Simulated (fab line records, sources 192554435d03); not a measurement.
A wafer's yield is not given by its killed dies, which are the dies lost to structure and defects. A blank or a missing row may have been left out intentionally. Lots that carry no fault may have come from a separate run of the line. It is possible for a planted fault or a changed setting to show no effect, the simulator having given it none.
fab line records -- flow n5-finfet
record lots=10, wafers=26, last-day=17
route steps=1938 shown BEOL_M2@859 BEOL_M4@1111 PASSIVATION@1936
lots untouched by any fault: they come from a run of this same line in which no faults occurred
start-h: hours from the record's opening day to when the first of the lot's shown wafers began -- wait-h: time in hours since the lot's previous step -- " repeats the value in the row above -- L1.1+2: one row covering several wafers at once -- - no value present, or no start provided -- * or withheld: withheld -- < > ~ a bound
route shown NAME@n: a module of which the file shows steps, and the number in the route of the first -- usual: the fault-free wafers' mean and standard deviation -- same: alike in all rows -- chamber/n: place in a boat -- sites: readings site by site -- _std_site: standard deviation across them -- _edge_site: mean of outer sites minus mean of inner sites -- radius-mm: how far each site lies from the wafer's centre -- mask NAME#n: copy n -- behind: the most recent tool/chamber to have shaped the wafer -- hold: why the lot went on hold/how many hours it stayed there/how the hold came to an end -- device: which transistor (n, p or np) failed to switch -- end of line: the tests these same wafers got at the end of their route -- where a step has no rows: the recipe by itself -- killed: count of dies lost to structure and defects at first sort (not the wafer's yield) -- map: a wafer's dies, marking killed ones x, the rest . and places with no die _
set.NAME: the setting the step ran with; set.NAME@STEP: the setting that earlier step ran with -- model.NAME: the simulator's own value behind a step, which no gauge read
steps of the route over a sample of lots; a table a step, a row a wafer
services: from which hour (start-h, from the record's first day; less than 0 if before it) a tool's chamber was out of use, for how many hours, and why
## steps
# step N5_BEOL_M2_ETCH_63
# recipe chemistry=CF4, target=SiARC, target-depth-a=156, mask-material=CAR-EUV, time-s=26, ion-energy-ev=80, pressure-mtorr=40, source-w=545, bias-w=36, Ar_flow_sccm=100, cf4-flow-sccm=100, ends=cleared
# usual drypump-motor-current-A=5.7/0.47, etch-rf-on-time-s=25.8/1, oes-product-au=0.68/0.081, rf-vpp-V=183.9/1.4, showerhead-plenum-p-Torr=2.13/0.089, throttle-valve-pct=15.58/0.27
lot.wafer,tool,chamber,start-h,wait-h,drypump-motor-current-A,etch-rf-on-time-s,oes-product-au,rf-hours-counter-h,rf-vpp-V,showerhead-plenum-p-Torr,throttle-valve-pct
L417.2,rie-diel-05,1,134.49,0.0,6.5,27.5,0.55,239,184.7,2.02,15.92
L417.3,rie-diel-05,2,134.49,0.0,6.3,26.0,0.64,163,182.0,2.06,15.47
L417.5,rie-diel-05,1,134.49,0.0,6.5,27.3,0.55,-,180.7,2.02,15.95
L418.3,rie-diel-04,3,139.90,0.0,5.3,25.1,0.62,237,183.2,2.02,15.69
L418.5,rie-diel-04,1,139.90,0.0,4.9,28.0,0.60,-,183.6,2.06,15.84
L418.6,rie-diel-04,3,139.90,0.0,5.3,25.2,0.62,-,183.5,2.02,15.68
L419.1,rie-diel-04,1,141.20,0.0,4.9,28.2,0.60,172,182.3,2.06,15.84
L419.2,rie-diel-04,2,141.20,0.0,6.1,27.2,0.59,202,182.7,2.04,15.90
L419.5,rie-diel-04,1,141.20,0.0,4.9,28.0,0.61,-,184.1,2.06,15.84
L423.2,rie-diel-05,0,168.43,0.0,5.8,26.0,0.83,5,183.8,2.08,15.21
L423.3,rie-diel-05,2,168.43,0.0,6.3,26.1,0.64,177,180.5,2.05,15.50
L423.4,rie-diel-05,2,168.43,0.0,6.3,25.7,0.64,-,182.7,2.05,15.50
L429.2,rie-diel-05,3,204.77,0.0,6.0,25.0,0.70,113,184.4,2.24,15.47
L429.6,rie-diel-05,3,204.77,0.0,5.9,25.2,0.69,-,186.2,2.24,15.46
L431.2,rie-diel-03,0,220.35,0.0,5.5,24.2,0.75,58,185.5,2.27,15.34
L431.4,rie-diel-03,2,220.35,0.0,5.2,25.6,0.66,138,183.0,2.06,15.59
L432.2,rie-diel-03,2,222.33,0.0,5.2,25.3,0.67,139,182.2,2.06,15.61
L432.4,rie-diel-03,3,222.33,0.0,5.3,25.4,0.62,222,181.5,2.13,15.84
L434.2,rie-diel-03,1,233.98,0.0,6.0,25.5,0.64,152,183.4,2.07,16.01
L434.3,rie-diel-03,0,233.98,0.0,5.5,24.2,0.75,62,186.8,2.26,15.33
L434.5,rie-diel-03,2,233.98,0.0,5.2,25.4,0.66,-,182.1,2.06,15.61
L437.2,rie-diel-05,1,253.94,0.0,6.5,27.1,0.77,21,185.2,2.26,15.54
L437.4,rie-diel-05,0,253.94,0.0,5.8,26.6,0.76,39,184.6,2.07,15.27
L437.5,rie-diel-05,1,253.94,0.0,6.5,27.0,0.78,-,184.7,2.26,15.54
L439.2,rie-diel-03,3,261.73,0.0,5.4,25.4,0.60,236,183.6,2.12,15.86
L439.3,rie-diel-03,1,261.73,0.0,6.0,25.4,0.64,159,184.2,2.07,16.02
# step N5_BEOL_M2_ETCH_77
# recipe chemistry=N2/H2, target=underlayer, target-depth-a=65, mask-material=CAR-EUV, time-s=5.2, ion-energy-ev=200, pressure-mtorr=30, source-w=840, bias-w=150, n2-flow-sccm=200, h2-flow-sccm=200, ends=cleared
# usual drypump-motor-current-A=5.7/0.47, etch-rf-on-time-s=5.14/0.24, oes-product-au=0.68/0.08, rf-vpp-V=523/3.4, showerhead-plenum-p-Torr=2.52/0.12, throttle-valve-pct=17.81/0.21
lot.wafer,tool,chamber,start-h,wait-h,drypump-motor-current-A,etch-rf-on-time-s,oes-product-au,rf-hours-counter-h,rf-vpp-V,showerhead-plenum-p-Torr,throttle-valve-pct
L417.2,rie-diel-04,3,135.36,0.0,5.3,4.95,0.63,235,522,2.39,17.86
L417.3,rie-diel-04,1,135.36,0.0,4.9,5.55,0.60,170,520,2.44,17.99
L417.5,rie-diel-04,1,135.36,0.0,4.9,5.65,0.60,-,521,2.44,17.97
L418.3,rie-diel-04,3,140.76,0.0,5.3,5.03,0.62,237,520,2.39,17.86
L418.5,rie-diel-04,3,140.76,0.0,5.3,5.04,0.62,-,521,2.39,17.88
L418.6,rie-diel-04,2,140.76,0.0,6.2,5.48,0.59,-,522,2.41,18.23
L419.1,rie-diel-03,3,142.23,0.0,5.4,5.08,0.63,195,524,2.53,17.92
L419.2,rie-diel-03,2,142.23,0.0,5.2,4.92,0.70,110,522,2.46,17.76
L419.5,rie-diel-03,1,142.23,0.0,6.0,5.04,0.66,-,522,2.42,17.85
L423.2,rie-diel-03,2,169.29,0.0,5.2,5.00,0.69,119,521,2.45,17.77
L423.3,rie-diel-03,0,169.29,0.0,5.5,4.77,0.77,40,530,2.69,17.50
L423.4,rie-diel-03,1,169.29,0.0,6.1,5.08,0.65,129,521,2.42,17.89
L429.2,rie-diel-03,2,205.70,0.0,5.2,6.60,0.58,132,519,2.45,17.78
L429.6,rie-diel-03,0,205.70,0.0,5.5,4.81,0.75,-,527,2.69,17.53
L431.2,rie-diel-03,3,221.27,0.0,5.3,6.73,0.52,222,523,2.52,17.95
L431.4,rie-diel-03,2,221.27,0.0,5.2,6.67,0.59,138,522,2.44,17.76
L432.2,rie-diel-03,1,223.20,0.0,6.1,6.80,0.56,148,523,2.41,17.91
L432.4,rie-diel-03,0,223.20,0.0,5.5,6.42,0.64,59,529,2.69,17.51
L434.2,rie-diel-05,2,235.01,0.0,6.3,5.26,0.61,204,519,2.44,17.85
L434.3,rie-diel-05,1,235.01,0.0,6.5,5.33,0.80,13,528,2.69,17.58
L434.5,rie-diel-05,0,235.01,0.0,5.8,5.29,0.77,-,525,2.47,17.58
L437.2,rie-diel-05,1,255.17,0.0,6.5,5.39,0.75,22,526,2.69,17.64
L437.4,rie-diel-05,0,255.17,0.0,5.8,5.27,0.75,40,523,2.46,17.60
L437.5,rie-diel-05,2,255.17,0.0,6.3,5.24,0.61,-,520,2.44,17.88
L439.2,rie-diel-05,2,262.59,0.0,6.3,5.21,0.62,215,521,2.43,17.89
L439.3,rie-diel-05,3,262.59,0.0,6.0,5.11,0.68,132,527,2.69,17.90
# step N5_BEOL_M2_ETCH_69
# recipe chemistry=CF4, target=SiARC, target-depth-a=156, mask-material=CAR-EUV, time-s=26, ion-energy-ev=80, pressure-mtorr=40, source-w=545, bias-w=36, Ar_flow_sccm=100, cf4-flow-sccm=100, ends=cleared
# usual drypump-motor-current-A=5.7/0.47, etch-rf-on-time-s=25.6/1.1, oes-product-au=0.68/0.08, rf-vpp-V=183.9/1.3, showerhead-plenum-p-Torr=2.13/0.092, throttle-valve-pct=15.60/0.27
lot.wafer,tool,chamber,start-h,wait-h,drypump-motor-current-A,etch-rf-on-time-s,oes-product-au,rf-hours-counter-h,rf-vpp-V,showerhead-plenum-p-Torr,throttle-valve-pct
L417.2,rie-diel-04,3,135.38,0.0,5.3,24.8,0.62,235,182.9,2.02,15.67
L417.3,rie-diel-04,1,135.38,0.0,4.9,27.5,0.61,170,182.4,2.06,15.85
L417.5,rie-diel-04,1,135.38,0.0,4.9,27.7,0.61,-,184.6,2.06,15.83
L418.3,rie-diel-04,3,140.78,0.0,5.3,24.8,0.62,237,182.0,2.02,15.69
L418.5,rie-diel-04,3,140.78,0.0,5.3,24.9,0.62,-,183.1,2.02,15.66
L418.6,rie-diel-04,2,140.78,0.0,6.1,26.6,0.59,-,184.0,2.04,15.91
L419.1,rie-diel-03,3,142.24,0.0,5.3,25.2,0.64,195,182.5,2.13,15.78
L419.2,rie-diel-03,2,142.24,0.0,5.2,24.9,0.70,110,184.2,2.07,15.55
L419.5,rie-diel-03,1,142.24,0.0,6.0,25.2,0.68,-,183.0,2.08,15.93
L423.2,rie-diel-03,2,169.30,0.0,5.2,25.1,0.69,119,182.9,2.07,15.56
L423.3,rie-diel-03,0,169.30,0.0,5.5,24.1,0.77,40,185.0,2.27,15.29
L423.4,rie-diel-03,1,169.30,0.0,6.0,25.4,0.66,129,184.2,2.08,15.96
L429.2,rie-diel-03,2,205.72,0.0,5.2,25.1,0.68,132,182.1,2.06,15.59
L429.6,rie-diel-03,0,205.72,0.0,5.5,24.2,0.76,-,186.6,2.27,15.31
L431.2,rie-diel-03,3,221.29,0.0,5.4,25.1,0.62,222,184.0,2.13,15.85
L431.4,rie-diel-03,2,221.29,0.0,5.2,24.9,0.68,138,183.5,2.06,15.61
L432.2,rie-diel-03,1,223.21,0.0,6.1,25.3,0.65,148,183.0,2.07,16.00
L432.4,rie-diel-03,0,223.21,0.0,5.5,23.9,0.75,59,185.6,2.27,15.32
L434.2,rie-diel-05,2,235.03,0.0,6.3,26.0,0.61,204,183.0,2.04,15.56
L434.3,rie-diel-05,1,235.03,0.0,6.5,26.8,0.79,13,186.5,2.26,15.54
L434.5,rie-diel-05,0,235.03,0.0,5.8,26.6,0.76,-,184.5,2.08,15.25
L437.2,rie-diel-05,1,255.19,0.0,6.5,26.8,0.76,22,185.1,2.26,15.54
L437.4,rie-diel-05,0,255.19,0.0,5.8,26.3,0.76,40,182.7,2.07,15.29
L437.5,rie-diel-05,2,255.19,0.0,6.3,26.1,0.61,-,181.6,2.04,15.57
L439.2,rie-diel-05,2,262.60,0.0,6.3,26.3,0.61,215,183.0,2.04,15.55
L439.3,rie-diel-05,3,262.60,0.0,5.9,25.5,0.67,132,184.6,2.24,15.51
# step N5_BEOL_M2_ETCH_70
# recipe chemistry=N2/H2, target=SOC, target-depth-a=800, overetch-a=240, mask-material=SiARC, temp-c=40, time-s=130, ion-energy-ev=200, pressure-mtorr=30, source-w=840, bias-w=150, n2-flow-sccm=200, h2-flow-sccm=200
# usual drypump-motor-current-A=5.8/0.44, oes-product-au=0.58/0.057, rf-vpp-V=523/3.1, showerhead-plenum-p-Torr=2.53/0.12, throttle-valve-pct=17.75/0.18
lot.wafer,tool,chamber,start-h,wait-h,drypump-motor-current-A,oes-product-au,rf-hours-counter-h,rf-vpp-V,showerhead-plenum-p-Torr,throttle-valve-pct
L417.2,rie-diel-05,2,140.36,0.0,6.3,0.55,165,523,2.46,17.76
L417.3,rie-diel-05,3,140.36,0.0,5.9,0.61,84,527,2.71,17.77
L417.5,rie-diel-05,1,140.36,0.0,6.5,0.49,-,519,2.38,17.86
L418.3,rie-diel-03,3,142.34,0.0,5.3,0.54,195,524,2.53,17.90
L418.5,rie-diel-03,1,142.34,0.0,6.1,0.56,-,523,2.42,17.80
L418.6,rie-diel-03,2,142.34,0.0,5.2,0.59,-,520,2.46,17.70
L419.1,rie-diel-05,3,146.01,0.0,6.0,0.61,86,527,2.71,17.79
L419.2,rie-diel-05,1,146.01,0.0,6.5,0.49,243,522,2.38,17.87
L419.5,rie-diel-05,3,146.01,0.0,6.0,0.61,-,528,2.71,17.77
L423.2,rie-diel-04,1,175.86,0.0,4.9,0.54,185,520,2.43,17.96
L423.3,rie-diel-04,0,175.86,0.0,5.5,0.71,11,525,2.60,17.49
L423.4,rie-diel-04,1,175.86,0.0,4.9,0.55,-,519,2.43,17.97
L429.2,rie-diel-03,1,209.76,0.0,6.0,0.55,143,521,2.41,17.86
L429.6,rie-diel-03,3,209.76,0.0,5.4,0.52,-,524,2.52,17.93
L431.2,rie-diel-05,1,225.51,0.0,6.5,0.70,10,529,2.69,17.56
L431.4,rie-diel-05,0,225.51,0.0,5.8,0.67,29,523,2.47,17.54
L432.2,rie-diel-03,2,225.66,0.0,5.2,0.57,140,521,2.44,17.76
L432.4,rie-diel-03,3,225.66,0.0,5.3,0.52,223,523,2.51,17.93
L434.2,rie-diel-04,1,248.30,0.0,4.9,0.52,213,520,2.42,18.00
L434.3,rie-diel-04,3,248.30,0.0,5.3,0.68,20,529,2.69,17.51
L434.5,rie-diel-04,1,248.30,0.0,4.9,0.52,-,519,2.42,18.01
L437.2,rie-diel-03,3,255.74,0.0,5.4,0.51,234,524,2.51,17.96
L437.4,rie-diel-03,0,255.74,0.0,5.5,0.61,70,527,2.68,17.49
L437.5,rie-diel-03,1,255.74,0.0,6.0,0.55,-,521,2.40,17.88
L439.2,rie-diel-03,1,263.76,0.0,6.1,0.54,160,520,2.40,17.89
L439.3,rie-diel-03,0,263.76,0.0,5.5,0.61,74,527,2.68,17.51
# step N5_BEOL_M4_RC_MEAS_101
# usual DIBL_N=35.0/2.4, DIBL_P=35.4/2.8, IOFF_N=0.14/0.045, IOFF_P=0.20/0.048, ION_N=667/19, ION_P=460/11, SS_N=71.2/0.71, SS_P=73.1/0.86, VT_N=252/4.6, VT_P=-251/3.4
lot.wafer,tool,chamber,start-h,wait-h,DIBL_N[mV/V],DIBL_P[mV/V],IOFF_N[nA/um],IOFF_P[nA/um],ION_N[uA/um],ION_P[uA/um],SS_N[mV/dec],SS_P[mV/dec],VT_N[mV],VT_P[mV]
L417.2,prober-01,0,172.25,0.2,33.3,34.5,0.13,0.18,651,451,70.5,73.0,249,-251
L417.3,prober-01,0,172.25,0.2,31.0,32.4,0.10,0.16,664,467,70.0,72.4,253,-251
L417.5,prober-01,0,172.25,0.2,35.2,38.2,0.17,0.25,688,481,70.3,73.1,246,-246
L418.3,prober-02,0,172.56,0.3,36.5,37.5,0.17,0.24,679,464,71.8,73.7,250,-249
L418.5,prober-02,0,172.56,0.3,33.4,33.1,0.12,0.17,663,456,70.4,72.9,253,-252
L418.6,prober-02,0,172.56,0.3,36.5,38.6,0.18,0.25,687,474,72.3,74.1,248,-248
L419.1,prober-01,0,175.98,0.0,33.2,32.2,0.12,0.18,673,469,70.8,72.8,252,-250
L419.2,prober-01,0,175.98,0.0,37.2,35.9,0.19,0.24,680,459,72.0,73.8,247,-247
L419.5,prober-01,0,175.98,0.0,36.4,34.9,0.16,0.21,650,453,72.1,73.5,252,-248
L423.2,prober-02,0,208.28,0.2,42.5,42.8,0.35,0.39,724,490,73.3,75.2,239,-242
L423.3,prober-02,0,208.28,0.2,38.6,37.4,0.20,0.24,685,470,71.9,74.0,246,-247
L423.4,prober-02,0,208.28,0.2,32.1,28.8,0.09,0.13,630,441,70.5,70.5,260,-256
L429.2,prober-02,0,238.89,0.2,34.3,35.8,0.14,0.20,673,469,71.1,73.4,251,-251
L429.6,prober-02,0,238.89,0.2,35.7,38.3,0.16,0.24,665,465,71.5,73.6,250,-250
L431.2,prober-01,0,256.53,0.2,33.9,33.5,0.12,0.16,666,455,70.9,71.8,254,-254
L431.4,prober-01,0,256.53,0.2,34.0,34.1,0.11,0.17,667,456,70.2,72.5,255,-252
L432.2,prober-02,0,259.12,0.2,33.3,31.0,0.10,0.13,637,437,70.7,72.4,257,-258
L432.4,prober-02,0,259.12,0.2,36.9,34.7,0.15,0.17,661,455,71.1,73.3,250,-253
L434.2,prober-01,0,276.24,0.2,31.3,32.2,0.10,0.15,637,439,71.1,71.9,255,-255
L434.3,prober-01,0,276.24,0.2,36.8,38.9,0.18,0.23,653,448,72.3,73.9,250,-253
L434.5,prober-01,0,276.24,0.2,31.7,32.6,0.11,0.15,669,461,70.9,72.4,253,-256
L437.2,prober-01,0,282.32,0.2,31.2,31.0,0.07,0.13,635,448,70.2,72.3,263,-256
L437.4,prober-01,0,282.32,0.2,35.9,34.0,0.13,0.16,634,435,71.8,72.8,257,-255
L437.5,prober-01,0,282.32,0.2,32.0,33.4,0.08,0.18,628,445,71.0,72.4,260,-252
L439.2,prober-02,0,302.41,0.2,33.1,36.2,0.12,0.18,654,457,71.3,72.9,253,-251
L439.3,prober-02,0,302.41,0.2,36.3,39.3,0.19,0.23,702,479,72.0,74.1,243,-248
# step N5_PASSIVATION_PROBE_49
# usual defect-limited-yield=91.7/1.4, killed_at_M0_to_M3=32/9.7, killed_at_M4_up=14/5.5, killed-at-contacts=13/6.1, killed-at-front-end=35/10, killed-at-other=4.2/2.9, killed-dies=98/17, killed-open=63/12, killed-short=32/7.7, sort_bin_4_leakage=0.0/0.33, sort_bin_5_function=4.8/0.9, sort_bin_6_memory=3.1/0.63, sort_bin_8_speed=1/3.3, sort-n-pass=1073/41
# same gross-dies=1180, killed-at-back-side=0
lot.wafer,tool,chamber,start-h,wait-h,defect-limited-yield[%],killed_at_M0_to_M3,killed_at_M4_up,killed-at-contacts,killed-at-front-end,killed-at-other,killed-dies,killed-open,killed-short,sort_bin_4_leakage[%],sort_bin_5_function[%],sort_bin_6_memory[%],sort_bin_8_speed[%],sort-n-pass
L431.2,prober-02,-,373.67,0.1,91.2,30,20,15,35,4,104,59,34,0,4.4,3.3,0,1076
L431.4,prober-02,-,373.77,0.2,91.7,28,14,16,38,2,98,62,35,0,4.4,3.5,0,1082
# killed by level:class
L431.2 MOL_CONTACT_COAG:geometric-particle:open=12 BEOL_M3:geometric-particle:short=11 HKMG_FIN:area-etch=11 BEOL_M4:geometric-particle:open=10 BEOL_M3:geometric-particle:open=10 FIN_SAQP:geometric-particle:short=6 FIN_SAQP:geometric-particle:open=5 STI_FIN_REVEAL:geometric-particle:open=4
L431.4 BEOL_M3:geometric-particle:open=14 STI_FIN_REVEAL:geometric-particle:open=9 MOL_CONTACT_COAG:geometric-particle:open=9 MOL_CONTACT_COAG:geometric-particle:short=7 STI_FIN_REVEAL:geometric-particle:short=6 BEOL_M4:geometric-particle:open=6 FIN_SAQP:geometric-particle:short=5 FIN_SAQP:geometric-particle:open=5
## services
tool,chamber,start-h,hours,kind
rie-diel-04,1,122.19,9.0,repair
rie-diel-05,0,125.61,4.7,repair
rie-diel-05,0,130.41,-,clean
rie-diel-05,0,130.41,-,consumable-replace:focus-ring
rie-diel-05,0,130.41,26.4,scheduled-down
rie-diel-05,0,130.41,26.4,vent-cycle
rie-diel-04,0,131.49,-,clean
rie-diel-04,0,131.49,-,consumable-replace:focus-ring
rie-diel-04,0,131.49,13.1,scheduled-down
rie-diel-04,0,131.49,13.1,vent-cycle
rie-diel-05,1,160.41,-,clean
rie-diel-05,1,160.41,-,consumable-replace:focus-ring
rie-diel-05,1,160.41,-,consumable-replace:showerhead
rie-diel-05,1,160.41,34.7,scheduled-down
rie-diel-05,1,160.41,34.7,vent-cycle
rie-diel-04,3,174.86,-,clean
rie-diel-04,3,174.86,-,consumable-replace:focus-ring
rie-diel-04,3,174.86,-,consumable-replace:showerhead
rie-diel-04,3,174.86,20.3,scheduled-down
rie-diel-04,3,174.86,20.3,vent-cycle
rie-diel-04,2,201.91,1.7,repair
rie-diel-05,3,236.18,4.1,repair
rie-diel-03,1,247.14,7.8,repair
## key
first-sign step=N5_BEOL_M2_ETCH_77, reading=etch-rf-on-time-s, direction=up, sigmas=6.3, usual=*, struck=*
effect none on later readings
met-at N5_BEOL_M2_ETCH_77
struck-lots L429,L431,L432
struck-wafers L429.2,L431.2,L431.4,L432.2,L432.4
baseline-loss step=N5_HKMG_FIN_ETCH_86, wafers=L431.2
not-acting-at N5_BEOL_M2_ETCH_63,N5_BEOL_M2_ETCH_69,N5_BEOL_M2_ETCH_70
onset-between 169.29 205.70
fault kind=process-parameter-drift, tool=rie-diel-03, chamber=-, onset-h=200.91, steps=N5_BEOL_M2_ETCH_77, channel=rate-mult, offset=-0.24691, shape=step, end-h=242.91, scope=struck-wafers-only
# baseline-loss: these wafers lose ten dies or more at that step, a loss of the line's own and not of a fault; the sort's usual values leave them out
